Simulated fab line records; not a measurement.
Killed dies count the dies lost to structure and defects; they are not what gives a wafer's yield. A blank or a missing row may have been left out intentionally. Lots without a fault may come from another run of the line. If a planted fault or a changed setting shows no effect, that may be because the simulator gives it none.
fab line records ; flow n5-finfet
[record] lots = 7; wafers = 21
route steps=1938 shown BEOL_M13@1713 BEOL_M14@1722 BEOL_M15@1773 PASSIVATION@1901
start-h: hours from the record's opening day to when the first of the lot's shown wafers began ; wait-h: hours since the lot's step before ; " unchanged from the row above ; L1.1+2: one row covering several wafers at once ; - either no value or no given start ; * or withheld: withheld ; < > ~ a bound
route shown NAME@n: a module of which the file shows steps, and the number in the route of the first ; usual: average and standard deviation across the fault-free wafers ; same: alike in all rows ; chamber/n: place in a boat ; sites: the reading at each site ; _std_site: standard deviation of those values ; _edge_site: mean of outer sites minus mean of inner sites ; radius-mm: how far each site lies from the wafer's centre ; mask NAME#n: copy n ; behind: the most recent tool/chamber to have shaped the wafer ; hold: why the lot was held/for how many hours/how that ended ; device: names the non-switching transistor (n, p or np) ; end of line: tests of these same wafers at the route's end ; a step without rows: its recipe alone ; killed: not the wafer's yield, but the dies lost to structure and defects at the first sort ; map: a wafer's dies, marking killed ones x, the rest . and places with no die _
set.NAME: the setting the step ran with; set.NAME@STEP: the setting that earlier step ran with ; model.NAME: the simulator's own value behind a step, which no gauge read
lots where settings were altered on purpose, with a table for each step and a row for each wafer
[[steps]]
[step N5_BEOL_M13_DEP_53]
[recipe] material = SiCN; target-thk-a = 500; temp-c = withheld; precursor = 3MS/NH3; pressure-torr = 3; rf-w = 675; time-s = 17.8
lot.wafer;tool;chamber;start-h;wait-h;set.time-s;model.SiCN_of_BEOL_M13_DEP_53.thk-nm
L074.1;pecvd-03;0;241.04;0.0;17.8;49.4
L074.2+4;pecvd-03;2,1;241.04;0.0;17.8;50
L076.4;pecvd-01;0;260.51;0.0;17.8;50.6
L076.5;pecvd-01;1;260.51;0.0;17.8;49.8
L076.6;pecvd-01;2;260.51;0.0;17.8;50.4
L078.2;pecvd-04;1;267.84;0.0;18.61;52
L078.4;pecvd-04;1;267.84;0.0;18.61;52.4
L078.6;pecvd-04;0;267.84;0.0;17.8;51.2
L084.2;pecvd-01;0;284.96;0.0;17.8;49.8
L084.5;pecvd-01;0;284.96;0.0;17.8;50.6
L084.6;pecvd-01;1;284.96;0.0;17.8;50.2
L087.1;pecvd-03;2;334.07;0.0;19.84;55.6
L087.5;pecvd-03;0;334.07;0.0;17.8;50
L087.6;pecvd-03;1;334.07;0.0;19.84;56
L090.1;pecvd-03;1;337.42;0.0;17.8;49.6
L090.3;pecvd-03;2;337.42;0.0;17.8;49.8
L090.6;pecvd-03;2;337.42;0.0;17.8;50.2
L095.2;pecvd-04;2;353.38;0.0;19.28;53.2
L095.4;pecvd-04;0;353.38;0.0;17.8;50.4
L095.6;pecvd-04;1;353.38;0.0;19.28;54.6
[step N5_BEOL_M14_EXPOSE_07]
[recipe] mask-id = V13; na = 0.8; source-shape = annular; sigma-inner = 0.5; sigma-outer = 0.8; polarization = unpolarized; attpsm-phase-deg = 180; dose-mj = 57
lot.wafer;tool;chamber;start-h;wait-h;mask;set.dose-mj
L074.1+2+4;krf-scanner-01;0;241.49;-;V13#0;57
L076.4;krf-scanner-02;0;260.96;-;V13#0;57
L076.5+6;krf-scanner-02;0;260.96;-;V13#0;53.96
L078.2+4+6;krf-scanner-01;0;268.43;-;V13#0;57
L084.2+5+6;krf-scanner-02;0;285.55;-;V13#0;57
L087.1+5+6;krf-scanner-01;0;334.64;-;V13#0;57
L090.1+6;krf-scanner-02;0;337.87;-;V13#0;58.37
L090.3;krf-scanner-02;0;337.87;-;V13#0;57
L095.2;krf-scanner-02;0;353.96;-;V13#0;59.31
L095.4+6;krf-scanner-02;0;353.96;-;V13#0;57
[step N5_BEOL_M14_PEB_08]
[recipe] peb-temp-c = 130; peb-time-s = 90
[step N5_BEOL_M14_DEVELOP_09]
[recipe] develop-time-s = 45; rinse-liquid = diw; dry = air-spin; dev-temp-c = 21
[step N5_BEOL_M14_HARDBAKE_14]
[recipe] temp-c = 130; time-s = 120
[step N5_BEOL_M14_CD_MEAS_10]
[recipe] target-cd-nm = 250; landing-energy-ev = 500; detector = se-inlens; polarity = opening
[usual] cd-nm = 249.7/1.3
lot.wafer;tool;chamber;start-h;wait-h;set.dose-mj@BEOL_M14_EXPOSE_07;cd-nm
L074.1;cd-sem-01;0;241.66;-;57;250.5
L074.2;cd-sem-01;0;241.66;-;57;250.0
L074.4;cd-sem-01;0;241.66;-;57;250.7
L076.4;cd-sem-02;0;261.13;-;57;249.3
L076.5;cd-sem-02;0;261.13;-;53.96;241.9
L076.6;cd-sem-02;0;261.13;-;53.96;243.0
L078.2;cd-sem-02;0;268.60;-;57;250.8
L078.4;cd-sem-02;0;268.60;-;57;251.0
L078.6;cd-sem-02;0;268.60;-;57;249.3
L084.2;cd-sem-03;0;285.72;-;57;249.9
L084.5;cd-sem-03;0;285.72;-;57;249.2
L084.6;cd-sem-03;0;285.72;-;57;250.7
L087.1;cd-sem-01;0;334.82;-;57;251.1
L087.5;cd-sem-01;0;334.82;-;57;249.9
L087.6;cd-sem-01;0;334.82;-;57;249.6
L090.1;cd-sem-02;0;338.05;-;58.37;253.5
L090.3;cd-sem-02;0;338.05;-;57;248.9
L090.6;cd-sem-02;0;338.05;-;58.37;253.3
L095.2;cd-sem-02;0;354.13;-;59.31;256.7
L095.4;cd-sem-02;0;354.13;-;57;247.7
L095.6;cd-sem-02;0;354.13;-;57;246.0
[step N5_BEOL_M14_STRIP_71]
[recipe] chemistry = post-etch-residue-remover; time-s = 60; temp-c = 25; remover-ph = withheld; remover-water-wt-pct = withheld; remover-fluoride-wt-pct = withheld
[step N5_BEOL_M14_SRD_72]
[recipe] time-s = 30; temp-c = 23; rinse-liquid = diw; dry = n2-spin; spin-rpm = 1500; dry-time-s = 30
[step N5_BEOL_M14_CD_MEAS_17]
[recipe] target-cd-nm = 250; polarity = opening
[usual] cd-nm = 250.6/1.5
lot.wafer;tool;chamber;start-h;wait-h;set.dose-mj@BEOL_M14_EXPOSE_07;cd-nm
L074.1;cd-sem-01;-;242.19;0.0;57;251.9
L074.2;cd-sem-01;-;242.19;0.0;57;252.5
L074.4;cd-sem-01;-;242.19;0.0;57;252.1
L076.4;cd-sem-01;-;261.83;0.0;57;250.1
L076.5;cd-sem-01;-;261.83;0.0;53.96;241.3
L076.6;cd-sem-01;-;261.83;0.0;53.96;243.3
L078.2;cd-sem-02;-;269.12;0.0;57;251.4
L078.4;cd-sem-02;-;269.12;0.0;57;250.6
L078.6;cd-sem-02;-;269.12;0.0;57;248.6
L084.2;cd-sem-03;-;286.38;0.0;57;251.2
L084.5;cd-sem-03;-;286.38;0.0;57;250.4
L084.6;cd-sem-03;-;286.38;0.0;57;252.3
L087.1;cd-sem-02;-;335.34;0.0;57;251.8
L087.5;cd-sem-02;-;335.34;0.0;57;251.2
L087.6;cd-sem-02;-;335.34;0.0;57;251.1
L090.1;cd-sem-02;-;338.58;0.0;58.37;254.8
L090.3;cd-sem-02;-;338.58;0.0;57;251.0
L090.6;cd-sem-02;-;338.58;0.0;58.37;254.9
L095.2;cd-sem-02;-;354.83;0.0;59.31;256.8
L095.4;cd-sem-02;-;354.83;0.0;57;247.9
L095.6;cd-sem-02;-;354.83;0.0;57;247.7
[step N5_BEOL_M15_ILD_DEP_00]
[recipe] material = SiO2; target-thk-a = 16293; temp-c = 400; precursor = TEOS/O2; pressure-torr = 6.5; rf-w = 900; teos-flow-sccm = 161.4; gas = O2; flow-sccm = 2650; time-s = 346.1
lot.wafer;tool;chamber;start-h;wait-h;set.time-s;model.SiO2_of_BEOL_M15_ILD_DEP_00.thk-nm
L074.1;pecvd-04;0;247.82;0.0;325.4;1521
L074.2;pecvd-04;1;247.82;0.0;346.1;1644
L074.4;pecvd-04;0;247.82;0.0;325.4;1567
L076.4;pecvd-02;2;266.81;0.1;346.1;1638
L076.5;pecvd-02;1;266.81;0.1;346.1;1665
L076.6;pecvd-02;0;266.81;0.1;346.1;1639
L078.2+6;pecvd-01;0;274.94;0.0;314.2;1517
L078.4;pecvd-01;2;274.94;0.0;314.2;1520
L084.2;pecvd-04;1;290.91;0.0;346.1;1607
L084.5;pecvd-04;2;290.91;0.0;346.1;1630
L084.6;pecvd-04;0;290.91;0.0;346.1;1626
L087.1;pecvd-02;1;339.14;0.0;346.1;1642
L087.5;pecvd-02;2;339.14;0.0;346.1;1676
L087.6;pecvd-02;1;339.14;0.0;346.1;1666
L090.1;pecvd-02;0;342.16;0.0;377.5;1740
L090.3;pecvd-02;1;342.16;0.0;346.1;1600
L090.6;pecvd-02;2;342.16;0.0;346.1;1620
L095.2;pecvd-04;2;358.61;0.0;346.1;1598
L095.4;pecvd-04;0;358.61;0.0;376.1;1779
L095.6;pecvd-04;1;358.61;0.0;346.1;1638
[step N5_BEOL_M15_THK_MEAS_01]
[recipe] reads = SiO2_of_BEOL_M15_ILD_DEP_00
[usual] M15_ILD_THK = 1636/20
lot.wafer;tool;chamber;start-h;wait-h;set.time-s@BEOL_M15_ILD_DEP_00;M15_ILD_THK[nm]
L074.1;film-metro-02;-;248.17;0.2;325.4;1520
L074.2;film-metro-02;-;248.17;0.2;346.1;1645
L074.4;film-metro-02;-;248.17;0.2;325.4;1566
L076.4;film-metro-01;-;266.95;0.0;346.1;1638
L076.5;film-metro-01;-;266.95;0.0;346.1;1665
L076.6;film-metro-01;-;266.95;0.0;346.1;1640
L078.2;film-metro-01;-;275.30;0.3;314.2;1516
L078.4;film-metro-01;-;275.30;0.3;314.2;1520
L078.6;film-metro-01;-;275.30;0.3;314.2;1519
L084.2;film-metro-01;-;291.16;0.1;346.1;1605
L084.5;film-metro-01;-;291.16;0.1;346.1;1630
L084.6;film-metro-01;-;291.16;0.1;346.1;1626
L087.1;film-metro-01;-;339.39;0.1;346.1;1644
L087.5;film-metro-01;-;339.39;0.1;346.1;1676
L087.6;film-metro-01;-;339.39;0.1;346.1;1665
L090.1;film-metro-01;-;342.40;0.1;377.5;1739
L090.3;film-metro-01;-;342.40;0.1;346.1;1598
L090.6;film-metro-01;-;342.40;0.1;346.1;1617
L095.2;film-metro-01;-;358.86;0.1;346.1;1597
L095.4;film-metro-01;-;358.86;0.1;376.1;1779
L095.6;film-metro-01;-;358.86;0.1;346.1;1638
[step N5_BEOL_M15_EXPOSE_07]
[recipe] mask-id = V14; na = 0.8; source-shape = annular; sigma-inner = 0.5; sigma-outer = 0.8; polarization = unpolarized; attpsm-phase-deg = 180; dose-mj = 41.25
lot.wafer;tool;chamber;start-h;wait-h;mask;set.dose-mj
L074.1;krf-scanner-01;0;248.31;-;V14#0;39.21
L074.2+4;krf-scanner-01;0;248.31;-;V14#0;41.25
L076.4;krf-scanner-01;0;267.10;-;V14#0;40.31
L076.5+6;krf-scanner-01;0;267.10;-;V14#0;41.25
L078.2+4+6;krf-scanner-01;0;276.26;-;V14#0;41.25
L084.2+5+6;krf-scanner-02;0;291.42;-;V14#0;41.25
L087.1;krf-scanner-02;0;339.52;-;V14#0;39.71
L087.5+6;krf-scanner-02;0;339.52;-;V14#0;41.25
L090.1+3+6;krf-scanner-01;0;342.54;-;V14#0;41.25
L095.2;krf-scanner-01;0;359.12;-;V14#0;41.25
L095.4+6;krf-scanner-01;0;359.12;-;V14#0;43.5
[step N5_BEOL_M15_PEB_08]
[recipe] peb-temp-c = 130; peb-time-s = 90
[step N5_BEOL_M15_DEVELOP_09]
[recipe] develop-time-s = 45; rinse-liquid = diw; dry = air-spin; dev-temp-c = 21
[step N5_BEOL_M15_HARDBAKE_14]
[recipe] temp-c = 130; time-s = 120
[step N5_BEOL_M15_CD_MEAS_10]
[recipe] target-cd-nm = 360; landing-energy-ev = 500; detector = se-inlens; polarity = opening
[usual] cd-nm = 360.4/1.1
lot.wafer;tool;chamber;start-h;wait-h;set.dose-mj@BEOL_M15_EXPOSE_07;cd-nm
L074.1;cd-sem-01;0;248.48;-;39.21;352.3
L074.2;cd-sem-01;0;248.48;-;41.25;359.7
L074.4;cd-sem-01;0;248.48;-;41.25;359.1
L076.4;cd-sem-02;0;267.26;-;40.31;355.7
L076.5;cd-sem-02;0;267.26;-;41.25;360.3
L076.6;cd-sem-02;0;267.26;-;41.25;360.0
L078.2;cd-sem-01;0;276.44;-;41.25;360.4
L078.4;cd-sem-01;0;276.44;-;41.25;360.1
L078.6;cd-sem-01;0;276.44;-;41.25;361.2
L084.2;cd-sem-03;0;291.59;-;41.25;361.7
L084.5;cd-sem-03;0;291.59;-;41.25;360.9
L084.6;cd-sem-03;0;291.59;-;41.25;360.9
L087.1;cd-sem-02;0;339.70;-;39.71;353.9
L087.5;cd-sem-02;0;339.70;-;41.25;361.7
L087.6;cd-sem-02;0;339.70;-;41.25;360.9
L090.1;cd-sem-01;0;342.71;-;41.25;359.4
L090.3;cd-sem-01;0;342.71;-;41.25;360.4
L090.6;cd-sem-01;0;342.71;-;41.25;361.0
L095.2;cd-sem-01;0;359.29;-;41.25;360.7
L095.4;cd-sem-01;0;359.29;-;43.5;369.9
L095.6;cd-sem-01;0;359.29;-;43.5;370.9
[step N5_BEOL_M15_DESCUM_15]
[recipe] chemistry = O2; time-s = 7.9; source-power-w = 50; bias-power-w = 20; pressure-mtorr = 20; rf-frequency-hz = 2.712e+07; temp-c = 40; o2-flow-sccm = 225
[step N5_BEOL_M15_ETCH_59]
[recipe] chemistry = N2/H2; target = BARC; target-depth-a = 890; overetch-a = 267; time-s = 67.9; ion-energy-ev = 200; pressure-mtorr = 30; source-w = 840; bias-w = 150; n2-flow-sccm = 200; h2-flow-sccm = 200
[step N5_BEOL_M15_VIA_ETCH_16]
[recipe] chemistry = C4F8/O2/Ar; target = SiO2; he-inner-torr = 15; he-outer-torr = 30; target-depth-a = 17922; time-s = withheld; ion-energy-ev = 800; pressure-mtorr = 20; source-w = 1905; bias-w = 2040; Ar_flow_sccm = 400; C4F8_flow_sccm = 16; O2_flow_sccm = 12; ends = cleared
lot.wafer;tool;chamber;start-h;wait-h;set.time-s@BEOL_M15_ILD_DEP_00;model.etch.depth-nm;model.coat_of_BEOL_M15_COAT_04.thk-nm
L074.1;rie-diel-03;1;248.94;0.0;*;1521;356.6
L074.2;rie-diel-03;0;248.94;0.0;*;1644;333.2
L074.4;rie-diel-03;2;248.94;0.0;*;1567;354.6
L076.4;rie-diel-05;0;267.55;0.1;*;1638;324.4
L076.5;rie-diel-05;2;267.55;0.1;*;1665;320.6
L076.6;rie-diel-05;1;267.55;0.1;*;1639;328.6
L078.2;rie-diel-03;1;276.61;0.0;*;1517;360.6
L078.4;rie-diel-03;1;276.61;0.0;*;1520;358
L078.6;rie-diel-03;2;276.61;0.0;*;1517;365.4
L084.2;rie-diel-05;2;291.76;0.0;*;1607;338.2
L084.5;rie-diel-05;2;291.76;0.0;*;1630;333.4
L084.6;rie-diel-05;1;291.76;0.0;*;1626;338
L087.1;rie-diel-03;3;340.09;0.0;*;1642;334.8
L087.5;rie-diel-03;3;340.09;0.0;*;1676;325
L087.6;rie-diel-03;0;340.09;0.0;*;1666;329.4
L090.1;rie-diel-05;3;342.96;0.0;*;1740;308.4
L090.3;rie-diel-05;0;342.96;0.0;*;1600;335.2
L090.6;rie-diel-05;1;342.96;0.0;*;1620;334.6
L095.2;rie-diel-04;0;359.46;0.0;*;1598;346.2
L095.4;rie-diel-04;3;359.46;0.0;*;1779;302
L095.6;rie-diel-04;1;359.46;0.0;*;1638;336.4
[step N5_BEOL_M15_STRIP_63]
[recipe] chemistry = O2; power-w = 600; temp-c = 60; pressure-mtorr = 30; rf-frequency-hz = 6e+07; bias-power-w = 0; overash-fraction = 0.3; o2-flow-sccm = 225
[step N5_BEOL_M15_STRIP_64]
[recipe] chemistry = O2; power-w = 600; temp-c = 60; pressure-mtorr = 30; rf-frequency-hz = 6e+07; bias-power-w = 0; overash-fraction = 0.3; o2-flow-sccm = 225
[step N5_BEOL_M15_STRIP_65]
[recipe] chemistry = post-etch-residue-remover; time-s = 60; temp-c = 25; remover-ph = withheld; remover-water-wt-pct = withheld; remover-fluoride-wt-pct = withheld
[step N5_BEOL_M15_SRD_66]
[recipe] time-s = 30; temp-c = 23; rinse-liquid = diw; dry = n2-spin; spin-rpm = 1500; dry-time-s = 30
[step N5_BEOL_M15_CD_MEAS_17]
[recipe] target-cd-nm = 360; polarity = opening
[usual] cd-nm = 361.9/1.5
lot.wafer;tool;chamber;start-h;wait-h;set.dose-mj@BEOL_M15_EXPOSE_07;cd-nm
L074.1;cd-sem-01;-;249.35;0.0;39.21;353.0
L074.2;cd-sem-01;-;249.35;0.0;41.25;360.8
L074.4;cd-sem-01;-;249.35;0.0;41.25;359.4
L076.4;cd-sem-02;-;267.84;0.0;40.31;358.7
L076.5;cd-sem-02;-;267.84;0.0;41.25;363.9
L076.6;cd-sem-02;-;267.84;0.0;41.25;361.8
L078.2;cd-sem-01;-;277.03;0.0;41.25;361.0
L078.4;cd-sem-01;-;277.03;0.0;41.25;360.4
L078.6;cd-sem-01;-;277.03;0.0;41.25;361.8
L084.2;cd-sem-03;-;292.17;0.0;41.25;364.5
L084.5;cd-sem-03;-;292.17;0.0;41.25;362.3
L084.6;cd-sem-03;-;292.17;0.0;41.25;361.3
L087.1;cd-sem-01;-;340.50;0.0;39.71;356.6
L087.5;cd-sem-01;-;340.50;0.0;41.25;364.6
L087.6;cd-sem-01;-;340.50;0.0;41.25;362.8
L090.1;cd-sem-01;-;343.38;0.0;41.25;361.0
L090.3;cd-sem-01;-;343.38;0.0;41.25;360.0
L090.6;cd-sem-01;-;343.38;0.0;41.25;361.3
L095.2;cd-sem-01;-;359.87;0.0;41.25;360.8
L095.4;cd-sem-01;-;359.87;0.0;43.5;373.5
L095.6;cd-sem-01;-;359.87;0.0;43.5;371.6
[step N5_BEOL_M15_COAT_56]
[recipe] resist = SOC; temp-c = 250; time-s = 60; spin-rpm = 1500; resist-thk-nm = 550
[step N5_BEOL_M15_ETCH_57]
[recipe] chemistry = N2/H2; target = SOC; source-w = 3000; bias-w = 350; time-s = 750; ion-energy-ev = 200; pressure-mtorr = 30; n2-flow-sccm = 200; h2-flow-sccm = 200
[step N5_BEOL_M15_STRIP_62]
[recipe] chemistry = O2; power-w = 600; temp-c = 60; pressure-mtorr = 30; rf-frequency-hz = 6e+07; bias-power-w = 0; overash-fraction = 0.3; o2-flow-sccm = 225
[step N5_BEOL_M15_STRIP_37]
[recipe] chemistry = O2; power-w = 600; temp-c = 60; pressure-mtorr = 30; rf-frequency-hz = 6e+07; bias-power-w = 0; overash-fraction = 0.3; o2-flow-sccm = 225
[step N5_BEOL_M15_ETCH_38]
[recipe] chemistry = CF4/N2; target = SiCN; target-depth-a = 1064; taper-deg = 2; time-s = 120.5; ion-energy-ev = 150; mask-material = SiO2; pressure-mtorr = 40; source-w = 430; bias-w = 70; Ar_flow_sccm = 100; cf4-flow-sccm = 60; n2-flow-sccm = 60
lot.wafer;tool;chamber;start-h;wait-h;set.time-s@BEOL_M15_ILD_DEP_00;model.SiO2_of_BEOL_M15_ILD_DEP_00.thk-nm
L074.1;rie-diel-04;2;-;-;325.4;1457
L074.2;rie-diel-04;0;-;-;346.1;1582
L074.4;rie-diel-04;3;-;-;325.4;1502
L076.4;rie-diel-04;1;-;-;346.1;1573
L076.5;rie-diel-04;2;-;-;346.1;1602
L076.6;rie-diel-04;3;-;-;346.1;1575
L078.2;rie-diel-05;0;-;-;314.2;1451
L078.4;rie-diel-05;3;-;-;314.2;1456
L078.6;rie-diel-05;2;-;-;314.2;1452
L084.2;rie-diel-04;1;-;-;346.1;1542
L084.5;rie-diel-04;0;-;-;346.1;1570
L084.6;rie-diel-04;1;-;-;346.1;1561
L087.1;rie-diel-04;1;-;-;346.1;1576
L087.5;rie-diel-04;1;-;-;346.1;1610
L087.6;rie-diel-04;2;-;-;346.1;1602
L090.1;rie-diel-03;3;-;-;377.5;1675
L090.3;rie-diel-03;1;-;-;346.1;1537
L090.6;rie-diel-03;2;-;-;346.1;1557
L095.2;rie-diel-04;1;-;-;346.1;1531
L095.4;rie-diel-04;0;-;-;376.1;1718
L095.6;rie-diel-04;2;-;-;346.1;1575
[step N5_PASSIVATION_EXPOSE_27]
[recipe] mask-id = PAD; na = 0.55; source-shape = conventional; sigma-outer = 0.8; polarization = unpolarized; defocus-nm = 0; dose-mj = 32.3
lot.wafer;tool;chamber;start-h;wait-h;mask;set.dose-mj
L074.1+2;krf-scanner-02;0;263.71;-;PAD#0;32.3
L074.4;krf-scanner-02;0;263.71;-;PAD#0;34.69
L076.4+5+6;krf-scanner-02;0;278.70;-;PAD#0;32.3
L078.2;krf-scanner-02;0;289.48;-;PAD#0;30.4
L078.4+6;krf-scanner-02;0;289.48;-;PAD#0;32.3
L084.2+5+6;krf-scanner-01;0;305.37;-;PAD#0;32.3
L090.1+3+6;krf-scanner-02;0;356.88;-;PAD#0;32.3
L087.1+5+6;krf-scanner-02;0;359.25;-;PAD#0;30.18
L095.2+6;krf-scanner-01;0;374.31;-;PAD#0;32.91
L095.4;krf-scanner-01;0;374.31;-;PAD#0;32.3
[step N5_PASSIVATION_PEB_28]
[recipe] peb-temp-c = withheld; peb-time-s = *
lot.wafer;tool;chamber;start-h;wait-h;set.peb-time-s
L074.1+2+4;litho-track-04;0;263.76;0.1;*
L076.4+5;litho-track-03;0;278.74;0.0;*
L076.6;litho-track-03;0;278.74;0.0;*
L078.2;litho-track-02;0;289.53;0.0;*
L078.4+6;litho-track-02;0;289.53;0.0;*
L084.2+5+6;litho-track-04;0;305.42;0.0;*
L090.1+6;litho-track-02;0;356.94;0.1;*
L090.3;litho-track-02;0;356.94;0.1;*
L087.1+6;litho-track-03;0;359.30;0.1;*
L087.5;litho-track-03;0;359.30;0.1;*
L095.2;litho-track-03;0;374.36;0.0;*
L095.4+6;litho-track-03;0;374.36;0.0;*
[step N5_PASSIVATION_DEVELOP_29]
[recipe] develop-time-s = 60; rinse-liquid = diw; dry = air-spin; dev-temp-c = 21
[step N5_PASSIVATION_HARDBAKE_31]
[recipe] temp-c = 130; time-s = 120
[step N5_PASSIVATION_CD_MEAS_30]
[recipe] target-cd-nm = 4000; landing-energy-ev = 500; detector = se-inlens; polarity = opening
[usual] cd-nm = 4000.2/1.5
lot.wafer;tool;chamber;start-h;wait-h;set.dose-mj@PASSIVATION_EXPOSE_27;set.peb-time-s@PASSIVATION_PEB_28;cd-nm
L074.1;cd-sem-02;0;263.88;-;32.3;*;4001.0
L074.2;cd-sem-02;0;263.88;-;32.3;*;4000.1
L074.4;cd-sem-02;0;263.88;-;34.69;*;4014.8
L076.4;cd-sem-03;0;278.87;-;32.3;*;4001.7
L076.5;cd-sem-03;0;278.87;-;32.3;*;4002.1
L076.6;cd-sem-03;0;278.87;-;32.3;*;4005.4
L078.2;cd-sem-01;0;289.65;-;30.4;*;3989.0
L078.4;cd-sem-01;0;289.65;-;32.3;*;4001.6
L078.6;cd-sem-01;0;289.65;-;32.3;*;4000.6
L084.2;cd-sem-03;0;305.54;-;32.3;*;4000.8
L084.5;cd-sem-03;0;305.54;-;32.3;*;4000.9
L084.6;cd-sem-03;0;305.54;-;32.3;*;3999.8
L090.1;cd-sem-03;0;357.06;-;32.3;*;4000.2
L090.3;cd-sem-03;0;357.06;-;32.3;*;3992.3
L090.6;cd-sem-03;0;357.06;-;32.3;*;4000.0
L087.1;cd-sem-01;0;359.42;-;30.18;*;3984.9
L087.5;cd-sem-01;0;359.42;-;30.18;*;3989.5
L087.6;cd-sem-01;0;359.42;-;30.18;*;3984.8
L095.2;cd-sem-02;0;374.48;-;32.91;*;4002.1
L095.4;cd-sem-02;0;374.48;-;32.3;*;4001.8
L095.6;cd-sem-02;0;374.48;-;32.91;*;4004.8
[[key]]
[split] step = N5_BEOL_M13_DEP_53; setting = time-s; stated = 17.8; by = wafer
[response] step = N5_BEOL_M13_DEP_53; reading = model.SiCN_of_BEOL_M13_DEP_53.thk-nm; change = +0.453; per = 1%; r = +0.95
[split] step = N5_BEOL_M14_EXPOSE_07; setting = dose-mj; stated = 57; by = wafer
[response] step = N5_BEOL_M14_CD_MEAS_10; reading = cd-nm; change = +1.72; per = 1%; r = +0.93
[response] step = N5_BEOL_M14_CD_MEAS_17; reading = cd-nm; change = +1.72; per = 1%; r = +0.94
[split] step = N5_BEOL_M15_ILD_DEP_00; setting = time-s; stated = 346.1; by = wafer
[response] step = N5_BEOL_M15_ILD_DEP_00; reading = model.SiO2_of_BEOL_M15_ILD_DEP_00.thk-nm; change = +16.4; per = 1%; r = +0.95
[response] step = N5_BEOL_M15_THK_MEAS_01; reading = M15_ILD_THK; change = +16.6; per = 1%; r = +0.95
[response] step = N5_BEOL_M15_VIA_ETCH_16; reading = model.etch.depth-nm; change = +16.4; per = 1%; r = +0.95
[response] step = N5_BEOL_M15_VIA_ETCH_16; reading = model.coat_of_BEOL_M15_COAT_04.thk-nm; change = -3.7; per = 1%; r = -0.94
[response] step = N5_BEOL_M15_ETCH_38; reading = model.SiO2_of_BEOL_M15_ILD_DEP_00.thk-nm; change = +16.6; per = 1%; r = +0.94
[split] step = N5_BEOL_M15_EXPOSE_07; setting = dose-mj; stated = 41.25; by = wafer
[response] step = N5_BEOL_M15_CD_MEAS_10; reading = cd-nm; change = +1.71; per = 1%; r = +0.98
[response] step = N5_BEOL_M15_CD_MEAS_17; reading = cd-nm; change = +1.84; per = 1%; r = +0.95
[split] step = N5_PASSIVATION_EXPOSE_27; setting = dose-mj; stated = 32.3; by = wafer
[response] step = N5_PASSIVATION_CD_MEAS_30; reading = cd-nm; change = +1.93; per = 1%; r = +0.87
[split] step = N5_PASSIVATION_PEB_28; setting = peb-time-s; stated = *; by = wafer
[response] step = N5_PASSIVATION_CD_MEAS_30; reading = cd-nm; slope = +0.315; per = 1%; together-with = dose-mj@PASSIVATION_EXPOSE_27; explained = 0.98
